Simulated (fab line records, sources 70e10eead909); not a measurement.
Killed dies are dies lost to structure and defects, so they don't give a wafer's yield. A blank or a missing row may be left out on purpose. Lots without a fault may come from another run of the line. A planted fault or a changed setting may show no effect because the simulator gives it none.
Which tool did it? | flow nand_harc | 13 lots, 39 wafers sampled, at 5 steps of a route of 1302

WHAT THE GAUGES READ, wafer by wafer
NHARC_A_ONON_D1_THK_MEAS_05: measures by ellipsometry. Usual: thk_nm 1001 nm, standard deviation 11.
lot  | measured     | on            | thk_nm (nm)    | flag
L665 | day 8 01:12  | film_metro-02 | 984 982 982    |
L667 | day 8 18:54  | film_metro-01 | 992 991 991    |
L666 | day 8 18:57  | film_metro-02 | 1006 1006 1003 |
L668 | day 9 03:43  | film_metro-02 | 1013 1012 1015 |
L670 | day 10 03:01 | film_metro-01 | 1002 1004 1004 |
L671 | day 10 03:01 | film_metro-02 | 1026 1025 1025 |
L674 | day 11 16:45 | film_metro-02 | 1000 1000 1000 |
L675 | day 11 16:47 | film_metro-01 | 995 994 994    |
L677 | day 12 18:50 | film_metro-01 | 1001 1001 999  |
L678 | day 13 00:10 | film_metro-02 | 1007 1007 1005 |
L682 | day 14 19:38 | film_metro-01 | 999 997 999    |
L684 | day 15 15:13 | film_metro-01 | 990 992 991    |
L685 | day 16 02:31 | film_metro-02 | 994 995 997    |

NHARC_A_ONON_D1_THK_MEAS_14: measures by ellipsometry. Usual: thk_nm 999 nm, standard deviation 9.1.
lot  | measured     | on            | thk_nm (nm)    | flag
L665 | day 8 02:54  | film_metro-01 | 983 985 983    |
L667 | day 8 20:37  | film_metro-02 | 992 993 993    |
L666 | day 8 20:40  | film_metro-01 | 992 991 991    |
L668 | day 9 05:25  | film_metro-01 | 1002 1002 1001 |
L670 | day 10 04:43 | film_metro-02 | 991 989 989    |
L671 | day 10 04:43 | film_metro-01 | 998 999 998    |
L674 | day 11 18:28 | film_metro-01 | 1013 1014 1012 |
L675 | day 11 18:31 | film_metro-02 | 996 995 995    |
L677 | day 12 20:32 | film_metro-01 | 1012 1013 1013 |
L678 | day 13 01:52 | film_metro-01 | 1006 1006 1005 |
L682 | day 14 21:20 | film_metro-01 | 1811 1811 1811 | OFF
L684 | day 15 16:55 | film_metro-02 | 995 1803 1805  | OFF
L685 | day 16 04:12 | film_metro-01 | 982 982 982    |

NHARC_END_SORT_01. Usual: killed_at_array 55, standard deviation 23; killed_at_other 1.0, standard deviation 1.2; killed_at_periphery 3.2, standard deviation 2.7; killed_dies 59, standard deviation 23; killed_open 3.1, standard deviation 1.6; killed_short 2.2, standard deviation 1.5.
lot  | measured     | on        | killed_at_array | killed_at_other | killed_at_periphery | killed_dies | killed_open | killed_short | flag
L667 | day 24 16:30 | prober-02 | 27 17 17        | 0 0 0           | 5 8 5               | 32 25 22    | 4 3 1       | 3 4 3        |
L668 | day 25 19:35 | prober-01 | 59 72 75        | 1 0 0           | 5 3 2               | 65 75 77    | 4 4 4       | 0 1 4        |
L671 | day 26 06:03 | prober-01 | 83 93 58        | 1 2 2           | 6 7 7               | 90 102 67   | 2 2 4       | 5 9 3        |
L674 | day 28 09:23 | prober-01 | 31 45 32        | 2 2 0           | 2 9 7               | 35 56 39    | 0 4 1       | 0 1 0        |
L675 | day 28 01:38 | prober-02 | 89 73 69        | 4 4 4           | 4 2 2               | 97 79 75    | 6 2 1       | 3 2 5        |
L677 | day 29 03:43 | prober-01 | 69 72 71        | 1 1 2           | 1 2 2               | 71 75 75    | 3 3 4       | 0 3 3        |
L678 | day 29 09:08 | prober-01 | 54 53 44        | 1 0 2           | 3 2 1               | 58 55 47    | 3 3 0       | 2 2 1        |
L682 | day 32 01:05 | prober-02 | 669 667 665     | 0 0 0           | 8 10 12             | 677 677 677 | 2 2 6       | 2 1 2        | OFF
L684 | day 32 08:07 | prober-01 | 82 676 673      | 0 0 0           | 1 1 4               | 83 677 677  | 5 3 3       | 3 1 1        | OFF

WHICH TOOL RAN EACH LOT (tool, then ch and the chambers of the sampled wafers, then the start)
lot  | NHARC_A_ZERO_WELL_ETCH_19          | NHARC_A_ONON_D1_DEP_12
L665 | rie_diel-11 ch 0,1,2, day 7 02:51  | pecvd_onon-02 ch 0, day 8 02:23
L667 | rie_diel-13 ch 0,1,3, day 7 18:31  | pecvd_onon-01 ch 0, day 8 20:09
L666 | rie_diel-11 ch 0,3, day 7 19:18    | pecvd_onon-04 ch 0, day 8 20:13
L668 | rie_diel-09 ch 1,2,3, day 8 05:02  | pecvd_onon-04 ch 0, day 9 05:04
L670 | rie_diel-13 ch 0,1, day 9 02:01    | pecvd_onon-04 ch 0, day 10 04:12
L671 | rie_diel-11 ch 1,2, day 9 06:24    | pecvd_onon-01 ch 0, day 10 04:19
L674 | rie_diel-13 ch 2,3, day 10 16:37   | pecvd_onon-04 ch 0, day 11 17:57
L675 | rie_diel-11 ch 1,2,3, day 10 19:59 | pecvd_onon-02 ch 0, day 11 18:00
L677 | rie_diel-13 ch 0,2,3, day 11 19:10 | pecvd_onon-01 ch 0, day 12 20:11
L678 | rie_diel-13 ch 0,2,3, day 12 01:58 | pecvd_onon-04 ch 0, day 13 01:22
L682 | rie_diel-13 ch 0,2,3, day 13 20:52 | pecvd_onon-01 ch 0, day 14 20:53
L684 | rie_diel-13 ch 1,2, day 14 16:54   | pecvd_onon-01 ch 0, day 15 16:24
L685 | rie_diel-13 ch 0,1,2, day 15 03:41 | pecvd_onon-02 ch 0, day 16 03:45
- NHARC_A_ZERO_WELL_ETCH_19: etches the open film in N2/H2, target depth 80 nm, overetch 24 nm, time 87.88 s.
- NHARC_A_ONON_D1_DEP_12: target thk 1000 nm.

WHAT THE TOOLS THEMSELVES READ (means of the sampled wafers that have a number; where no wafer has one, the mark that the record gives instead)
NHARC_A_ZERO_WELL_ETCH_19. Usual: bias_w 150.0 W, standard deviation 0.5; drypump_motor_current_A 5.6 A, standard deviation 0.49; oes_product_au 1.001 a.u., standard deviation 0.012; rf_vpp_V 431.4 V, standard deviation 3; showerhead_plenum_p_Torr 2.08 Torr, standard deviation 0.1; throttle_valve_pct 14.171 %, standard deviation 0.009.
lot  | tool        | bias_w (W) | drypump_motor_current_A (A) | oes_product_au (a.u.) | rf_vpp_V (V) | showerhead_plenum_p_Torr (Torr) | throttle_valve_pct (%) | flag
L665 | rie_diel-11 | 150.2      | 5.6                         | 0.997                 | 431.5        | 2.04                            | 14.164                 |
L667 | rie_diel-13 | 149.8      | 5.6                         | 1.000                 | 432.3        | 2.11                            | 14.180                 |
L666 | rie_diel-11 | 149.9      | 5.6                         | 0.992                 | 429.9        | 2.04                            | 14.173                 |
L668 | rie_diel-09 | 149.8      | 5.3                         | 0.990                 | 429.0        | 2.01                            | 14.168                 |
L670 | rie_diel-13 | 150.2      | 5.1                         | 1.001                 | 432.6        | 2.12                            | 14.174                 |
L671 | rie_diel-11 | 150.3      | 5.7                         | 0.990                 | 428.0        | 1.96                            | 14.173                 |
L674 | rie_diel-13 | 150.2      | 6.2                         | 1.008                 | 433.1        | 2.14                            | 14.165                 |
L675 | rie_diel-11 | 149.9      | 5.7                         | 0.994                 | 428.8        | 1.96                            | 14.174                 |
L677 | rie_diel-13 | 149.8      | 5.9                         | 0.999                 | 432.6        | 2.10                            | 14.168                 |
L678 | rie_diel-13 | 150.1      | 5.9                         | 1.008                 | 432.8        | 2.10                            | 14.172                 |
L682 | rie_diel-13 | 149.5      | 5.9                         | 1.017                 | 432.2        | 2.10                            | 14.178                 |
L684 | rie_diel-13 | 149.6      | 5.3                         | 1.011                 | 433.3        | 2.15                            | 14.176                 |
L685 | rie_diel-13 | 149.5      | 5.3                         | 1.003                 | 432.4        | 2.11                            | 14.161                 |

THE ANSWER, worked out from the rows above alone
Rule: a lot is off if the mean of its wafers that have a number lies more than 3 standard deviations from the usual mean. A lot without any number at a reading at which 4 lots or more have one is off too. The other lots that the step has rows for count as sound. The gauges are gone through in route order, then the tools' own readings, and for those a lot's mean is taken as printed above. The first step at which some lot is off is used, and at that step the reading that is off furthest; a lot without a number counts as furthest.
Off: L682, L684, at NHARC_A_ONON_D1_THK_MEAS_14 (thk_nm).
A tool fits if, at a process step before that reading, it ran every lot that is off, and no sound lot after the first of them. The gauges at NHARC_A_ONON_D1_THK_MEAS_14 aren't tried: what is off there is off at NHARC_END_SORT_01 too, on other tools, and a gauge's error can't cause that. One fits: pecvd_onon-01 at NHARC_A_ONON_D1_DEP_12. Its last sound lot is L677 (day 12 20:11), its first lot that is off L682 (day 14 20:53): a fault that began between those two fits.

WHAT THE SIMULATOR HAD PUT IN
Process parameter drift: pecvd_onon-01, from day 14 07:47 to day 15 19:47, at NHARC_A_ONON_D1_DEP_12. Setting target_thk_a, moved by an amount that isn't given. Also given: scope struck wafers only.
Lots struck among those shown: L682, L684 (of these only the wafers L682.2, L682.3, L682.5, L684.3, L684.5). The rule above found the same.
